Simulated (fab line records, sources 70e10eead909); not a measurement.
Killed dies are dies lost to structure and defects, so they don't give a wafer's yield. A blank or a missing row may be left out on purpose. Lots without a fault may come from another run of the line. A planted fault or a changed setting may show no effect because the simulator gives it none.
Which tool did it? | flow nand_harc | 24 lots, 72 wafers sampled, at 4 steps of a route of 1302

WHAT THE GAUGES READ, wafer by wafer
NHARC_A_CONTACT_INSPECT_23.
lot  | measured     | on                | raw_defect_count
L074 | day 22 13:43 | defect_inspect-01 | 403 438 486
L075 | day 22 14:34 | defect_inspect-02 | 904 469 586
L077 | day 23 03:32 | defect_inspect-01 | 737 537 489
L076 | day 23 05:11 | defect_inspect-01 | 559 500 561
L078 | day 23 18:04 | defect_inspect-02 | 605 1249 785
L080 | day 24 02:22 | defect_inspect-02 | 574 887 541
L081 | day 25 05:20 | defect_inspect-02 | 609 491 449
L079 | day 25 06:13 | defect_inspect-01 | 669 553 651
L082 | day 25 21:58 | defect_inspect-02 | 563 479 647
L083 | day 25 23:37 | defect_inspect-02 | 365 454 373
L084 | day 26 21:33 | defect_inspect-01 | 430 378 358
L085 | day 27 14:20 | defect_inspect-01 | 532 542 490
L087 | day 27 15:33 | defect_inspect-02 | 557 470 650
L086 | day 27 22:49 | defect_inspect-02 | 593 631 528
L089 | day 28 11:53 | defect_inspect-01 | 405 561 493
L088 | day 28 15:08 | defect_inspect-01 | 692 522 641
L091 | day 29 05:03 | defect_inspect-01 | 413 519 627
L090 | day 29 10:29 | defect_inspect-02 | 729 733 727
L092 | day 29 17:40 | defect_inspect-01 | 681 428 497
L093 | day 29 22:16 | defect_inspect-01 | 589 472 559
L095 | day 30 21:49 | defect_inspect-02 | 418 506 499
L094 | day 30 23:31 | defect_inspect-02 | 534 389 498
L097 | day 31 06:40 | defect_inspect-02 | 386 433 394
L096 | day 31 14:42 | defect_inspect-02 | 536 669 538

NHARC_A_M0_INSPECT_27.
lot  | measured     | on                | raw_defect_count
L074 | day 22 20:59 | defect_inspect-02 | 412 663 480
L075 | day 22 21:44 | defect_inspect-01 | 490 713 628
L077 | day 23 10:38 | defect_inspect-01 | 734 1041 754
L076 | day 23 12:32 | defect_inspect-02 | 634 625 827
L078 | day 24 01:32 | defect_inspect-01 | 457 636 556
L080 | day 24 09:48 | defect_inspect-02 | 343 529 483
L081 | day 25 12:31 | defect_inspect-01 | 577 776 719
L079 | day 25 13:29 | defect_inspect-01 | 528 519 445
L082 | day 26 05:08 | defect_inspect-02 | 487 413 585
L083 | day 26 06:41 | defect_inspect-02 | 494 511 437
L084 | day 27 04:46 | defect_inspect-02 | 407 418 597
L085 | day 27 21:33 | defect_inspect-02 | 574 441 492
L087 | day 27 22:38 | defect_inspect-01 | 601 508 542
L086 | day 28 06:04 | defect_inspect-01 | 493 627 557
L089 | day 28 23:29 | defect_inspect-01 | 436 358 396
L088 | day 28 23:32 | defect_inspect-02 | 728 435 464
L091 | day 29 12:18 | defect_inspect-01 | 515 338 460
L090 | day 29 17:26 | defect_inspect-01 | 701 879 769
L092 | day 30 00:45 | defect_inspect-02 | 406 374 581
L093 | day 30 05:21 | defect_inspect-01 | 399 435 591
L095 | day 31 05:10 | defect_inspect-02 | 444 400 532
L094 | day 31 06:35 | defect_inspect-01 | 380 312 343
L097 | day 31 13:52 | defect_inspect-01 | 691 451 600
L096 | day 31 21:46 | defect_inspect-01 | 543 376 515

WHICH TOOL RAN EACH LOT (tool, then ch and the chambers of the sampled wafers, then the start)
lot  | NHARC_A_CONTACT_ETCH_92            | NHARC_A_BLC_ETCH_17
L074 | rie_diel-10 ch 0,2, day 22 11:05   | rie_diel-01 ch 1,2, day 22 20:59 or earlier
L075 | rie_diel-10 ch 0,1,3, day 22 11:55 | rie_diel-12 ch 0,2, day 22 21:44 or earlier
L077 | rie_diel-09 ch 0,1,2, day 23 00:53 | rie_diel-01 ch 0,3, day 23 10:38 or earlier
L076 | rie_diel-09 ch 0,1,3, day 23 02:28 | rie_diel-12 ch 1,2,3, day 23 12:32 or earlier
L078 | rie_diel-11 ch 1,2,3, day 23 15:25 | rie_diel-12 ch 0,1,3, day 24 01:32 or earlier
L080 | rie_diel-11 ch 0,2,3, day 23 23:42 | rie_diel-01 ch 0,1,3, day 24 09:48 or earlier
L081 | rie_diel-11 ch 1,2,3, day 25 02:31 | rie_diel-01 ch 0,1,3, day 25 12:31 or earlier
L079 | rie_diel-09 ch 0,1, day 25 03:20   | rie_diel-12 ch 1,3, day 25 13:29 or earlier
L082 | rie_diel-11 ch 1,3, day 25 19:21   | rie_diel-01 ch 1,2, day 26 05:08 or earlier
L083 | rie_diel-09 ch 0,2,3, day 25 20:57 | rie_diel-01 ch 0,2,3, day 26 06:41 or earlier
L084 | rie_diel-10 ch 1,2, day 26 18:55   | rie_diel-01 ch 2,3, day 27 04:46 or earlier
L085 | rie_diel-09 ch 1,3, day 27 11:32   | rie_diel-12 ch 0,1,3, day 27 21:33 or earlier
L087 | rie_diel-10 ch 1,3, day 27 12:55   | rie_diel-12 ch 2,3, day 27 22:38 or earlier
L086 | rie_diel-11 ch 0,2, day 27 20:11   | rie_diel-12 ch 0,1,2, day 28 06:04 or earlier
L089 | rie_diel-11 ch 0,3, day 28 09:01   | rie_diel-12 ch 0,2,3, day 28 23:29 or earlier
L088 | rie_diel-11 ch 0,3, day 28 12:29   | rie_diel-01 ch 0,1,3, day 28 23:32 or earlier
L091 | rie_diel-11 ch 1,2,3, day 29 02:24 | rie_diel-12 ch 0,1,2, day 29 12:18 or earlier
L090 | rie_diel-11 ch 0,1, day 29 06:54   | rie_diel-12 ch 0,2,3, day 29 17:26 or earlier
L092 | rie_diel-11 ch 0,1,2, day 29 15:01 | rie_diel-01 ch 0,1, day 30 00:45 or earlier
L093 | rie_diel-10 ch 1,3, day 29 19:35   | rie_diel-01 ch 1,2,3, day 30 05:21 or earlier
L095 | rie_diel-11 ch 0,1,2, day 30 19:07 | rie_diel-01 ch 0,2,3, day 31 05:10 or earlier
L094 | rie_diel-11 ch 1,2,3, day 30 20:21 | rie_diel-01 ch 0,2, day 31 06:35 or earlier
L097 | rie_diel-11 ch 0,1,2, day 31 04:03 | rie_diel-01 ch 0,1,2, day 31 13:52 or earlier
L096 | rie_diel-11 ch 1,2,3, day 31 12:03 | rie_diel-12 ch 1,2, day 31 21:46 or earlier
- NHARC_A_CONTACT_ETCH_92: etches the open film in CH3F/O2, target depth 40 nm, time 85.7 s.
- NHARC_A_BLC_ETCH_17: etches the open film in N2/H2, target depth 390 nm, time 609.38 s.

WHAT THE TOOLS THEMSELVES READ (means of the sampled wafers that have a number; where no wafer has one, the mark that the record gives instead)
NHARC_A_CONTACT_ETCH_92.
lot  | tool        | drypump_motor_current_A (A) | oes_product_au (a.u.) | rf_vpp_V (V) | showerhead_plenum_p_Torr (Torr) | throttle_valve_pct (%)
L074 | rie_diel-10 | 5.7                         | 0.93                  | 243.9        | 2.40                            | 20.665
L075 | rie_diel-10 | 5.6                         | 0.91                  | 243.8        | 2.42                            | 20.658
L077 | rie_diel-09 | 6.1                         | 1.00                  | 242.6        | 2.37                            | 20.662
L076 | rie_diel-09 | 6.0                         | 0.95                  | 243.3        | 2.42                            | 20.666
L078 | rie_diel-11 | 5.9                         | 0.93                  | 245.2        | 2.53                            | 20.666
L080 | rie_diel-11 | 5.8                         | 0.97                  | 245.3        | 2.50                            | 20.666
L081 | rie_diel-11 | 5.8                         | 0.93                  | 245.9        | 2.52                            | 20.675
L079 | rie_diel-09 | 6.2                         | 1.00                  | 243.2        | 2.39                            | 20.661
L082 | rie_diel-11 | 6.1                         | 0.92                  | 244.8        | 2.52                            | 20.667
L083 | rie_diel-09 | 6.0                         | 0.92                  | 244.2        | 2.38                            | 20.660
L084 | rie_diel-10 | 5.5                         | 0.91                  | 244.3        | 2.42                            | 20.672
L085 | rie_diel-09 | 6.1                         | 0.92                  | 243.4        | 2.39                            | 20.660
L087 | rie_diel-10 | 5.4                         | 0.92                  | 243.9        | 2.44                            | 20.668
L086 | rie_diel-11 | 5.5                         | 0.92                  | 244.4        | 2.47                            | 20.661
L089 | rie_diel-11 | 5.9                         | 0.94                  | 244.0        | 2.46                            | 20.663
L088 | rie_diel-11 | 6.1                         | 0.93                  | 244.4        | 2.51                            | 20.662
L091 | rie_diel-11 | 5.9                         | 0.94                  | 244.7        | 2.52                            | 20.658
L090 | rie_diel-11 | 5.9                         | 0.99                  | 244.3        | 2.46                            | 20.653
L092 | rie_diel-11 | 5.7                         | 0.93                  | 244.1        | 2.46                            | 20.666
L093 | rie_diel-10 | 5.8                         | 0.91                  | 243.1        | 2.41                            | 20.652
L095 | rie_diel-11 | 5.7                         | 0.92                  | 244.3        | 2.46                            | 20.665
L094 | rie_diel-11 | 5.9                         | 0.92                  | 244.6        | 2.52                            | 20.679
L097 | rie_diel-11 | 5.7                         | 0.92                  | 244.6        | 2.46                            | 20.659
L096 | rie_diel-11 | 5.8                         | 1.00                  | 245.4        | 2.51                            | 20.661

NHARC_A_BLC_ETCH_17.
lot  | tool        | drypump_motor_current_A (A) | oes_product_au (a.u.) | rf_vpp_V (V) | showerhead_plenum_p_Torr (Torr) | throttle_valve_pct (%)
L074 | rie_diel-01 | 6.3                         | 0.989                 | 429.8        | 2.01                            | 14.177
L075 | rie_diel-12 | 5.3                         | 1.012                 | 428.4        | 1.98                            | 14.167
L077 | rie_diel-01 | 5.8                         | 1.006                 | 430.7        | 2.04                            | 14.164
L076 | rie_diel-12 | 5.4                         | 1.013                 | 428.8        | 1.97                            | 14.171
L078 | rie_diel-12 | 5.4                         | 1.015                 | 427.4        | 1.93                            | 14.162
L080 | rie_diel-01 | 6.1                         | 1.013                 | 429.2        | 2.04                            | 14.166
L081 | rie_diel-01 | 6.1                         | 1.016                 | 430.5        | 2.04                            | 14.173
L079 | rie_diel-12 | 5.4                         | 1.021                 | 428.4        | 1.95                            | 14.167
L082 | rie_diel-01 | 6.5                         | 0.996                 | 429.8        | 2.03                            | 14.172
L083 | rie_diel-01 | 6.0                         | 1.010                 | 430.1        | 2.01                            | 14.171
L084 | rie_diel-01 | 5.8                         | 1.005                 | 430.4        | 2.04                            | 14.179
L085 | rie_diel-12 | 5.4                         | 0.999                 | 427.4        | 1.93                            | 14.164
L087 | rie_diel-12 | 5.5                         | 1.002                 | 428.1        | 1.96                            | 14.175
L086 | rie_diel-12 | 5.3                         | 0.989                 | 427.9        | 1.95                            | 14.175
L089 | rie_diel-12 | 5.4                         | 1.002                 | 427.1        | 1.94                            | 14.171
L088 | rie_diel-01 | 6.1                         | 1.003                 | 430.6        | 2.04                            | 14.172
L091 | rie_diel-12 | 5.3                         | 0.990                 | 428.7        | 1.95                            | 14.177
L090 | rie_diel-12 | 5.4                         | 1.006                 | 427.6        | 1.94                            | 14.167
L092 | rie_diel-01 | 6.5                         | 0.995                 | 430.2        | 2.03                            | 14.170
L093 | rie_diel-01 | 6.1                         | 0.996                 | 431.2        | 2.03                            | 14.170
L095 | rie_diel-01 | 6.0                         | 1.007                 | 429.7        | 2.01                            | 14.174
L094 | rie_diel-01 | 6.2                         | 1.001                 | 428.7        | 1.98                            | 14.168
L097 | rie_diel-01 | 6.3                         | 0.995                 | 429.3        | 2.00                            | 14.175
L096 | rie_diel-12 | 5.4                         | 1.000                 | 429.9        | 1.99                            | 14.171

THE ANSWER, worked out from the rows above alone
Rule: what is usual is taken from the lots themselves. Put in order of their means at a reading, lots are off if they are a third of the lots or fewer, leave a main group of 4 or more, and stand apart from it by a gap of 3 or more times the standard deviation of the main group's means; of several such gaps the widest counts. A main group whose means are all the same, to the digits that the tables above print for the reading, isn't used. A lot without any number at a reading at which 4 lots or more have one is off too. The other lots that the step has rows for count as sound. The gauges are gone through in route order, then the tools' own readings, and for those a lot's mean is taken as printed above. The first step at which some lot is off is used, and at that step the reading that is off furthest; a lot without a number counts as furthest.
No lot is off at any reading shown: from this, nothing can be told.

WHAT THE SIMULATOR HAD PUT IN
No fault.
